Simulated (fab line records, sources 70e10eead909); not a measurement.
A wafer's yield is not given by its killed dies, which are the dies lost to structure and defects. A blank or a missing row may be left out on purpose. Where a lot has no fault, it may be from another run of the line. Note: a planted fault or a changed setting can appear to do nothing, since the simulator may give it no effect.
fab line records + flow nand_harc
record:
- lots: 11
- wafers: 33
- last_day: 33
route steps=1302 shown P_GATE@145 END@1302
lots untouched by any fault: they come from a run of this same line in which no faults occurred
start_h: hours from the record's opening day to when the first of the lot's shown wafers began + wait_h: hours since the lot's step before + " repeats the value in the row above + L1.1+2: a row that stands for several wafers + - no value present, or no start provided + * or withheld: withheld + < > ~ a bound
route shown NAME@n: names a module that has steps shown in the file, with the first one's number in the route + usual: mean/standard deviation taken from wafers without a fault + same: alike in all rows + chamber/n: place in a boat + sites: each site's reading + _std_site: standard deviation of those values + _edge_site: inner sites' mean taken away from outer sites' mean + radius_mm: how far each site lies from the wafer's centre + mask NAME#n: copy n + behind: the tool/chamber that last shaped the wafer + hold: the reason the lot was held/the length of the hold in hours/how it ended + device: transistor that didn't switch, given as n, p or np + end of line: the tests these same wafers got at the end of their route + a step with no rows: only its recipe + killed: count of dies lost to structure and defects at first sort (not the wafer's yield) + map: shows each die of a wafer: x if killed, . if not, _ if none is there
set.NAME: the setting as run; set.NAME@STEP: as run at that earlier step + model.NAME: the simulator's own value behind a step, which no gauge read
steps of the route over a sample of lots; a table a step, a row a wafer
services: the hour from which a tool's chamber was out of use, counted from the record's first day as start_h (under 0 if before that day), plus the number of hours and why
== steps ==
step: NHARC_P_GATE_ETCH_104
recipe:
- target_depth_a: 600
- time_s: withheld
- cf4_flow_sccm: 100
- chf3_flow_sccm: 30
- ar_flow_sccm: 0
- rf_w: 500
- bias_w: 200
- chemistry: CF4/CHF3
usual:
- drypump_motor_current_A: 5.6/0.36
- oes_product_au: 0.945/0.022
- rf_vpp_V: 370.2/2.3
- showerhead_plenum_p_Torr: 1.56/0.065
- throttle_valve_pct: 16.802/0.0089
| lot.wafer | tool        | chamber | start_h | wait_h | drypump_motor_current_A | oes_product_au | rf_vpp_V | showerhead_plenum_p_Torr | throttle_valve_pct |
|-----------|-------------|---------|---------|--------|-------------------------|----------------|----------|--------------------------|--------------------|
| L419.1    | rie_diel-07 | 2       | 94.66   | 0.1    | 5.7                     | 0.962          | 371.0    | 1.61                     | 16.798             |
| L419.2    | "           | 0       | "       | "      | 5.7                     | 0.969          | 368.0    | 1.48                     | 16.792             |
| L419.5    | "           | 2       | "       | "      | 5.7                     | 0.968          | 372.3    | 1.61                     | 16.797             |
| L421.4    | rie_diel-07 | 3       | 116.75  | 0.1    | 5.8                     | 0.970          | 366.6    | 1.48                     | 16.804             |
| L421.2    | "           | 0       | "       | "      | 5.7                     | 0.974          | 367.4    | 1.48                     | 16.802             |
| L421.5    | "           | 0       | "       | "      | 5.7                     | 0.977          | 369.1    | 1.48                     | 16.799             |
| L423.1    | rie_diel-07 | 2       | 136.52  | 0.1    | 5.7                     | 0.969          | 371.5    | 1.61                     | 16.802             |
| L423.2    | "           | 3       | "       | "      | 5.8                     | 0.952          | 367.6    | 1.48                     | 16.799             |
| L423.5    | "           | 1       | "       | "      | 5.3                     | 0.957          | 370.0    | 1.60                     | 16.797             |
| L432.1    | rie_diel-04 | 0       | 223.88  | 0.1    | 6.1                     | 0.938          | 374.2    | 1.67                     | 16.818             |
| L432.4    | "           | 1       | "       | "      | 5.5                     | 0.960          | 373.7    | 1.63                     | 16.811             |
| L432.6    | "           | 3       | "       | "      | 5.8                     | 0.948          | 370.2    | 1.56                     | 16.802             |
| L434.3    | rie_diel-07 | 2       | 254.05  | 0.1    | 5.7                     | 0.948          | 371.3    | 1.61                     | 16.800             |
| L434.2    | "           | 1       | "       | "      | 5.3                     | 0.952          | 372.2    | 1.60                     | 16.802             |
| L434.5    | "           | 3       | "       | "      | 5.8                     | 0.947          | 368.3    | 1.47                     | 16.816             |
| L435.3    | rie_diel-04 | 3       | 263.69  | 0.1    | 5.8                     | 0.938          | 369.7    | 1.56                     | 16.804             |
| L435.2    | "           | 1       | "       | "      | 5.5                     | 0.952          | 372.7    | 1.63                     | 16.797             |
| L435.5    | "           | 0       | "       | "      | 6.2                     | 0.932          | 374.6    | 1.67                     | 16.801             |
| L436.1    | rie_diel-12 | 2       | 267.64  | 0.1    | 5.6                     | 0.921          | 368.9    | 1.49                     | 16.790             |
| L436.5    | "           | 0       | "       | "      | 4.7                     | 0.940          | 371.9    | 1.60                     | 16.809             |
| L436.6    | "           | 1       | "       | "      | 6.2                     | 0.923          | 367.6    | 1.48                     | 16.797             |
| L438.1    | rie_diel-04 | 1       | 286.66  | 0.1    | 5.6                     | 0.949          | 372.7    | 1.63                     | 16.803             |
| L438.2    | "           | 2       | "       | "      | 5.3                     | 0.944          | 372.4    | 1.61                     | 16.801             |
| L438.3    | "           | 3       | "       | "      | 5.8                     | 0.937          | 370.9    | 1.56                     | 16.792             |
| L439.2    | rie_diel-07 | 3       | 293.88  | 0.1    | 5.8                     | 0.945          | 367.5    | 1.47                     | 16.800             |
| L439.4    | "           | 2       | "       | "      | 5.7                     | 0.953          | 371.2    | 1.61                     | 16.789             |
| L439.5    | "           | 3       | "       | "      | 5.9                     | 0.936          | 367.2    | 1.47                     | 16.813             |
| L440.4    | rie_diel-07 | 1       | 305.39  | 0.1    | 5.3                     | 0.951          | 370.9    | 1.60                     | 16.801             |
| L440.3    | "           | 2       | "       | "      | 5.7                     | 0.950          | 371.9    | 1.61                     | 16.801             |
| L440.6    | "           | 2       | "       | "      | 5.7                     | 0.944          | 372.6    | 1.61                     | 16.813             |
| L441.3    | rie_diel-12 | 0       | 324.53  | 0.1    | 4.7                     | 0.973          | 371.4    | 1.60                     | 16.802             |
| L441.1    | "           | 3       | "       | "      | 5.5                     | 0.954          | 369.9    | 1.55                     | 16.809             |
| L441.6    | "           | 1       | "       | "      | 6.2                     | 0.970          | 368.5    | 1.48                     | 16.790             |
step: NHARC_P_GATE_ETCH_114
recipe:
- target_depth_a: 300
- overetch_a: 30
- time_s: 16.5
- ion_energy_ev: 100
- cf4_flow_sccm: 80
- o2_flow_sccm: 20
- ar_flow_sccm: 0
- rf_w: 300
- bias_w: 100
- chemistry: CF4/O2
usual:
- drypump_motor_current_A: 5.6/0.34
- o2_flow_sccm: 20.00/0.066
- oes_ar_750_au: 1.001/0.0045
- oes_o_777_au: 1.000/0.0041
- oes_product_au: 0.995/0.0092
- rf_vpp_V: 197.4/1.5
- showerhead_plenum_p_Torr: 1.31/0.057
- throttle_valve_pct: 13.398/0.0085
| lot.wafer | tool        | chamber | start_h | wait_h | drypump_motor_current_A | o2_flow_sccm | oes_ar_750_au | oes_o_777_au | oes_product_au | rf_hours_counter_h | rf_vpp_V | showerhead_plenum_p_Torr | throttle_valve_pct |
|-----------|-------------|---------|---------|--------|-------------------------|--------------|---------------|--------------|----------------|--------------------|----------|--------------------------|--------------------|
| L419.2    | rie_diel-07 | 1       | -       | -      | 5.3                     | 20.00        | 1.005         | 1.003        | 0.995          | 7.7                | 198.3    | 1.36                     | 13.403             |
| L419.1    | "           | 2       | "       | "      | 5.7                     | 19.96        | 0.995         | 0.998        | 0.987          | 8.9                | 199.0    | 1.37                     | 13.403             |
| L419.5    | "           | 3       | "       | "      | 5.9                     | 19.98        | 0.994         | 1.002        | 1.001          | -                  | 195.8    | 1.25                     | 13.378             |
| L421.2    | rie_diel-07 | 3       | -       | -      | 5.8                     | 20.01        | 1.001         | 0.999        | 0.973          | 8.9                | 196.7    | 1.25                     | 13.416             |
| L421.4    | "           | 0       | "       | "      | 5.7                     | 19.97        | 0.995         | 1.000        | 1.014          | 7.9                | 195.5    | 1.26                     | 13.394             |
| L421.5    | "           | 2       | "       | "      | 5.7                     | 19.98        | 1.000         | 1.001        | 0.987          | -                  | 197.5    | 1.37                     | 13.398             |
| L423.1    | rie_diel-07 | 1       | -       | -      | 5.3                     | 20.01        | 1.004         | 1.000        | 1.003          | 0.9                | 198.2    | 1.36                     | 13.403             |
| L423.2    | "           | 3       | "       | "      | 5.8                     | 20.00        | 1.000         | 0.998        | 0.989          | 0.9                | 195.9    | 1.25                     | 13.393             |
| L423.5    | "           | 0       | "       | "      | 5.7                     | 20.04        | 0.999         | 0.990        | 1.000          | -                  | 197.6    | 1.25                     | 13.404             |
| L432.4    | rie_diel-04 | 3       | -       | -      | 5.7                     | 19.98        | 0.996         | 1.003        | 1.019          | 3.3                | 197.5    | 1.33                     | 13.378             |
| L432.1    | "           | 0       | "       | "      | 6.1                     | 20.03        | 0.997         | 0.999        | 1.003          | 3.5                | 198.3    | 1.42                     | 13.397             |
| L432.6    | "           | 3       | "       | "      | 5.7                     | 20.04        | 1.003         | 0.999        | 1.000          | -                  | 196.7    | 1.33                     | 13.388             |
| L434.2    | rie_diel-07 | 0       | -       | -      | 5.7                     | 20.01        | 1.005         | 1.000        | 1.002          | 6.5                | 196.9    | 1.25                     | 13.408             |
| L434.3    | "           | 1       | "       | "      | 5.3                     | 19.95        | 0.991         | 0.994        | 0.991          | 7.7                | 198.4    | 1.36                     | 13.388             |
| L434.5    | "           | 0       | "       | "      | 5.7                     | 20.04        | 1.004         | 0.997        | 0.994          | -                  | 196.2    | 1.25                     | 13.407             |
| L435.2    | rie_diel-04 | 0       | -       | -      | 6.1                     | 20.01        | 1.005         | 0.994        | 0.998          | 5.3                | 198.9    | 1.42                     | 13.399             |
| L435.3    | "           | 1       | "       | "      | 5.5                     | 20.14        | 0.994         | 0.996        | 1.002          | 4.4                | 198.4    | 1.38                     | 13.392             |
| L435.5    | "           | 1       | "       | "      | 5.5                     | 19.97        | 0.996         | 1.006        | 0.996          | -                  | 198.0    | 1.38                     | 13.401             |
| L436.1    | rie_diel-12 | 3       | -       | -      | 5.5                     | 19.94        | 1.005         | 1.000        | 0.991          | 9.1                | 198.1    | 1.31                     | 13.404             |
| L436.6    | "           | 1       | "       | "      | 6.1                     | 19.92        | 1.009         | 0.999        | 0.989          | -                  | 195.3    | 1.25                     | 13.407             |
| L436.5    | "           | 2       | "       | "      | 5.6                     | 20.01        | 0.997         | 1.002        | 0.996          | -                  | 196.0    | 1.26                     | 13.404             |
| L438.2    | rie_diel-04 | 0       | -       | -      | 6.1                     | 20.04        | 0.997         | 1.000        | 1.004          | 6.0                | 199.2    | 1.42                     | 13.380             |
| L438.3    | "           | 2       | "       | "      | 5.3                     | 19.94        | 0.995         | 0.997        | 1.008          | 5.7                | 198.2    | 1.37                     | 13.386             |
| L438.1    | "           | 3       | "       | "      | 5.8                     | 20.09        | 0.994         | 1.008        | 1.003          | 5.8                | 198.4    | 1.33                     | 13.405             |
| L439.2    | rie_diel-07 | 2       | -       | -      | 5.7                     | 19.87        | 1.003         | 1.002        | 0.995          | 10.0               | 199.0    | 1.37                     | 13.391             |
| L439.4    | "           | 1       | "       | "      | 5.3                     | 20.05        | 0.996         | 0.997        | 0.992          | 11.3               | 198.4    | 1.36                     | 13.401             |
| L439.5    | "           | 2       | "       | "      | 5.7                     | 19.91        | 1.006         | 1.002        | 0.986          | -                  | 199.7    | 1.37                     | 13.397             |
| L440.3    | rie_diel-07 | 0       | -       | -      | 5.7                     | 19.96        | 1.007         | 0.997        | 0.996          | 0.1                | 195.4    | 1.25                     | 13.391             |
| L440.4    | "           | 1       | "       | "      | 5.3                     | 19.94        | 1.006         | 1.003        | 0.986          | 0.0                | 198.1    | 1.36                     | 13.405             |
| L440.6    | "           | 1       | "       | "      | 5.3                     | 20.09        | 0.995         | 0.993        | 0.987          | -                  | 197.8    | 1.36                     | 13.407             |
| L441.1    | rie_diel-12 | 0       | -       | -      | 4.7                     | 19.92        | 1.002         | 1.005        | 0.992          | 2.9                | 198.2    | 1.36                     | 13.405             |
| L441.3    | "           | 1       | "       | "      | 6.1                     | 20.08        | 1.007         | 0.999        | 0.986          | 2.8                | 196.6    | 1.25                     | 13.395             |
| L441.6    | "           | 1       | "       | "      | 6.1                     | 20.11        | 1.000         | 1.005        | 0.986          | -                  | 195.9    | 1.25                     | 13.394             |
step: NHARC_P_GATE_STRIP_75
recipe:
- power_w: 1500
- temp_c: 250
- chemistry: O2
usual:
- drypump_motor_current_A: 6.0/0.39
- heater_power_w: 335/25
- rf_refl_power_W: 19/4.6
| lot.wafer | tool            | chamber | start_h | wait_h | drypump_motor_current_A | heater_power_w | rf_hours_counter_h | rf_refl_power_W |
|-----------|-----------------|---------|---------|--------|-------------------------|----------------|--------------------|-----------------|
| L419.2    | plasma_asher-02 | 1       | 107.25  | 0.2    | 6.0                     | 320            | 6                  | 18              |
| L419.1    | "               | 0       | "       | "      | 6.6                     | 362            | 6                  | 20              |
| L419.5    | "               | 1       | "       | "      | 6.0                     | 306            | -                  | 20              |
| L421.2    | plasma_asher-01 | 1       | 129.20  | 0.2    | 5.7                     | 373            | 29                 | 24              |
| L421.4    | "               | 1       | "       | "      | 5.7                     | 360            | -                  | 24              |
| L421.5    | "               | 0       | "       | "      | 5.7                     | 315            | -                  | 12              |
| L423.1    | plasma_asher-02 | 0       | 149.04  | 0.2    | 6.6                     | 364            | 15                 | 22              |
| L423.2    | "               | 1       | "       | "      | 5.9                     | 315            | 15                 | 19              |
| L423.5    | "               | 0       | "       | "      | 6.6                     | 364            | -                  | 20              |
| L432.1    | plasma_asher-02 | 1       | 236.38  | 0.3    | 5.9                     | 307            | 38                 | 19              |
| L432.4    | "               | 1       | "       | "      | 5.9                     | 313            | -                  | 19              |
| L432.6    | "               | 0       | "       | "      | 6.6                     | 357            | -                  | 21              |
| L434.2    | plasma_asher-01 | 1       | 266.79  | 0.2    | 5.7                     | 356            | 15                 | 24              |
| L434.3    | "               | 1       | "       | "      | 5.7                     | 358            | -                  | 23              |
| L434.5    | "               | 0       | "       | "      | 5.7                     | 317            | -                  | 11              |
| L435.2    | plasma_asher-02 | 0       | 276.10  | 0.3    | 6.6                     | 359            | 4                  | 20              |
| L435.3    | "               | 0       | "       | "      | 6.6                     | 364            | -                  | 21              |
| L435.5    | "               | 1       | "       | "      | 5.9                     | 299            | -                  | 19              |
| L436.1    | plasma_asher-01 | 1       | 280.11  | 0.2    | 5.7                     | 352            | 17                 | 24              |
| L436.6    | "               | 0       | "       | "      | 5.7                     | 316            | -                  | 11              |
| L436.5    | "               | 1       | "       | "      | 5.6                     | 358            | -                  | 24              |
| L438.1    | plasma_asher-01 | 1       | 299.25  | 0.3    | 5.7                     | 356            | 21                 | 22              |
| L438.2    | "               | 0       | "       | "      | 5.7                     | 307            | 21                 | 12              |
| L438.3    | "               | 0       | "       | "      | 5.7                     | 322            | -                  | 11              |
| L439.2    | plasma_asher-02 | 0       | 306.50  | 0.2    | 6.6                     | 366            | 9                  | 21              |
| L439.4    | "               | 1       | "       | "      | 5.9                     | 300            | -                  | 19              |
| L439.5    | "               | 1       | "       | "      | 5.9                     | 306            | -                  | 19              |
| L440.3    | plasma_asher-01 | 0       | 317.93  | 0.2    | 5.7                     | 311            | -                  | 11              |
| L440.4    | "               | 1       | "       | "      | 5.7                     | 340            | -                  | 25              |
| L440.6    | "               | 1       | "       | "      | 5.7                     | 350            | -                  | 23              |
| L441.1    | plasma_asher-02 | 0       | 336.96  | 0.3    | 6.6                     | 364            | 16                 | 20              |
| L441.3    | "               | 1       | "       | "      | 5.9                     | 313            | -                  | 20              |
| L441.6    | "               | 1       | "       | "      | 5.9                     | 302            | -                  | 20              |
step: NHARC_P_GATE_EXPOSE_88
recipe:
- na: 0.6
- target_cd_nm: 2000
- dose_mj: 11.87
- mask_id: P_HVN
| lot.wafer  | tool           | chamber | start_h | wait_h | mask    |
|------------|----------------|---------|---------|--------|---------|
| L419.1+2+5 | krf_scanner-04 | 0       | 109.61  | -      | P_HVN#0 |
| L421.2+4+5 | krf_scanner-04 | 0       | 131.56  | -      | P_HVN#0 |
| L423.1+2+5 | krf_scanner-03 | 0       | 151.52  | -      | P_PSD#0 |
| L432.1+4+6 | krf_scanner-04 | 0       | 238.73  | -      | P_HVN#0 |
| L434.2+3+5 | krf_scanner-04 | 0       | 269.02  | -      | P_HVN#0 |
| L435.2+3+5 | krf_scanner-02 | 0       | 278.47  | -      | P_HVN#0 |
| L436.1+5+6 | krf_scanner-03 | 0       | 282.44  | -      | P_HVN#0 |
| L438.1+2+3 | krf_scanner-04 | 0       | 301.55  | -      | P_HVN#0 |
| L439.2+4+5 | krf_scanner-03 | 0       | 309.11  | -      | P_HVN#0 |
| L440.3+4+6 | krf_scanner-02 | 0       | 320.28  | -      | P_HVN#0 |
| L441.1+3+6 | krf_scanner-03 | 0       | 339.43  | -      | P_HVN#0 |
step: NHARC_P_GATE_CD_MEAS_91
recipe:
- target_cd_nm: 2000
- landing_energy_ev: 500
usual:
- cd_nm: 2000.1/1.5
| lot.wafer | tool      | chamber | start_h | wait_h | cd_nm  |
|-----------|-----------|---------|---------|--------|--------|
| L419.1    | cd_sem-03 | 0       | 109.77  | -      | 2001.9 |
| L419.2    | "         | 0       | "       | "      | 1998.4 |
| L419.5    | "         | 0       | "       | "      | 2001.0 |
| L421.2    | cd_sem-02 | 0       | 131.72  | -      | 1998.7 |
| L421.4    | "         | 0       | "       | "      | 1999.2 |
| L421.5    | "         | 0       | "       | "      | 1999.4 |
| L423.1    | cd_sem-01 | 0       | 151.67  | -      | -      |
| L423.2    | "         | 0       | "       | "      | -      |
| L423.5    | "         | 0       | "       | "      | -      |
| L432.1    | cd_sem-01 | 0       | 238.89  | -      | 1998.3 |
| L432.4    | "         | 0       | "       | "      | 1998.6 |
| L432.6    | "         | 0       | "       | "      | 2000.1 |
| L434.2    | cd_sem-02 | 0       | 269.17  | -      | 2001.5 |
| L434.3    | "         | 0       | "       | "      | 2000.5 |
| L434.5    | "         | 0       | "       | "      | 1997.5 |
| L435.2    | cd_sem-02 | 0       | 278.63  | -      | 1997.7 |
| L435.3    | "         | 0       | "       | "      | 1998.8 |
| L435.5    | "         | 0       | "       | "      | 1998.5 |
| L436.1    | cd_sem-01 | 0       | 282.60  | -      | 1999.0 |
| L436.5    | "         | 0       | "       | "      | 1998.4 |
| L436.6    | "         | 0       | "       | "      | 2001.2 |
| L438.1    | cd_sem-02 | 0       | 301.71  | -      | 2000.1 |
| L438.2    | "         | 0       | "       | "      | 2002.4 |
| L438.3    | "         | 0       | "       | "      | 2000.1 |
| L439.2    | cd_sem-03 | 0       | 309.26  | -      | 2000.3 |
| L439.4    | "         | 0       | "       | "      | 2001.8 |
| L439.5    | "         | 0       | "       | "      | 2000.1 |
| L440.3    | cd_sem-03 | 0       | 320.43  | -      | 1998.2 |
| L440.4    | "         | 0       | "       | "      | 1999.0 |
| L440.6    | "         | 0       | "       | "      | 2000.8 |
| L441.1    | cd_sem-01 | 0       | 339.59  | -      | 2000.5 |
| L441.3    | "         | 0       | "       | "      | 2000.6 |
| L441.6    | "         | 0       | "       | "      | 2004.5 |
step: NHARC_END_SORT_01
recipe:
- temp_c: 25
usual:
- killed_at_array: 59/16
- killed_at_other: 0.8/1.1
- killed_at_periphery: 3.6/2.4
- killed_dies: 64/16
- killed_open: 3.4/1.8
- killed_short: 2.5/1.6
same:
- gross_dies: 677
| lot.wafer | tool      | chamber | start_h | wait_h | killed_at_array | killed_at_other | killed_at_periphery | killed_dies | killed_open | killed_short |
|-----------|-----------|---------|---------|--------|-----------------|-----------------|---------------------|-------------|-------------|--------------|
| L423.1    | prober-01 | 0       | 594.62  | 2.5    | 40              | 3               | 634                 | 677         | 3           | 2            |
| L423.2    | prober-01 | 0       | 595.42  | 2.8    | 43              | 3               | 631                 | 677         | 4           | 8            |
| L423.5    | prober-01 | 0       | 597.80  | 3.7    | 58              | 2               | 617                 | 677         | 3           | 2            |
killed by level:class
L423.1 P_GATE:area_expose=630 A_CHANNEL_HOLE_D2:chamber_film_flake=28 A_STAIRCASE:chamber_film_flake=3 A_CONTACT:chamber_film_flake=3 THIN_TSV:chamber_film_flake=3 P_GATE:chamber_film_flake=2 A_CHANNEL_HOLE_D1:chamber_film_flake=2 P_M1:geometric_particle:open=1
L423.2 P_GATE:area_expose=627 A_CHANNEL_HOLE_D2:chamber_film_flake=27 A_CHANNEL_FILL_D2:geometric_particle:short=3 A_ONON_D1:geometric_particle:short=2 P_GATE:chamber_film_flake=2 A_CHANNEL_HOLE_D1:chamber_film_flake=2 A_STAIRCASE:chamber_film_flake=2 THIN_TSV:chamber_film_flake=2
L423.5 P_GATE:area_expose=612 A_CHANNEL_HOLE_D2:chamber_film_flake=37 A_CONTACT:chamber_film_flake=6 A_SLIT:chamber_film_flake=5 A_STAIRCASE:chamber_film_flake=4 A_CHANNEL_HOLE_D1:chamber_film_flake=3 P_M1:chamber_film_flake=2 THIN_TSV:chamber_film_flake=2
== services ==
| tool            | chamber | start_h | hours | kind   |
|-----------------|---------|---------|-------|--------|
| rie_diel-07     | 1       | 71.10   | 3.0   | repair |
| plasma_asher-02 | -       | 72.19   | 9.0   | pm     |
| rie_diel-07     | 0       | 76.83   | 6.2   | repair |
| rie_diel-04     | 3       | 82.40   | 8.3   | repair |
| rie_diel-12     | -       | 91.40   | 9.0   | pm     |
| rie_diel-12     | 0       | 105.95  | 1.7   | repair |
| rie_diel-07     | -       | 117.20  | 9.0   | pm     |
| rie_diel-07     | 2       | 130.49  | 3.1   | repair |
| rie_diel-12     | 0       | 135.20  | 6.2   | repair |
| krf_scanner-04  | -       | 142.68  | 1.0   | repair |
| plasma_asher-01 | -       | 165.00  | 9.0   | pm     |
| krf_scanner-03  | -       | 166.39  | 1.3   | repair |
| krf_scanner-03  | -       | 169.46  | 16.9  | repair |
| rie_diel-07     | -       | 170.29  | 0.1   | repair |
| rie_diel-04     | -       | 177.95  | 9.0   | pm     |
| krf_scanner-04  | -       | 182.00  | 4.0   | pm     |
| rie_diel-04     | 1       | 201.17  | 6.9   | repair |
| plasma_asher-01 | -       | 224.70  | 11.9  | repair |
| plasma_asher-02 | -       | 249.28  | 9.0   | pm     |
| rie_diel-04     | 1       | 254.07  | 4.7   | repair |
| krf_scanner-04  | -       | 255.40  | 5.7   | repair |
| rie_diel-04     | 0       | 278.38  | 8.1   | repair |
| rie_diel-04     | 0       | 319.82  | 6.6   | repair |
| rie_diel-04     | 1       | 320.17  | 27.7  | repair |
== key ==
first_sign:
- step: NHARC_P_GATE_EXPOSE_88
- reading: mask
- direction: changed
effect:
- step: NHARC_P_GATE_CD_MEAS_91
- reading: cd_nm
- direction: missing
effect:
- step: NHARC_END_SORT_01
- reading: killed_at_periphery
- direction: up
- sigmas: 99+
- usual: 3.6
- struck: 627.3
more_kills_born_at:
- NHARC_P_GATE_EXPOSE_88@krf_scanner-03: 1869
met_at NHARC_P_GATE_EXPOSE_88
struck_lots L423
later_rows_left_out L423.1,L423.2,L423.5
tester_left_out L423
not_acting_at NHARC_P_GATE_ETCH_104,NHARC_P_GATE_ETCH_114,NHARC_P_GATE_STRIP_75
fault:
- kind: wrong_mask
- tool: any
- chamber: -
- onset_h: 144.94
- steps: NHARC_P_GATE_EXPOSE_88
- aux_copy: P_PSD#0
- scope: struck_lots_only
tester_left_out: of these lots the tester's yield and bins aren't shown, on N5 and GAA mostly nor the transistor test; their killed dies are dies lost to structure and defects alone, not to doping, threshold or leakage, so they don't give the yield
later_rows_left_out: the simulator's readings of these wafers behind a module that went badly wrong aren't trusted and aren't shown, but for the sort
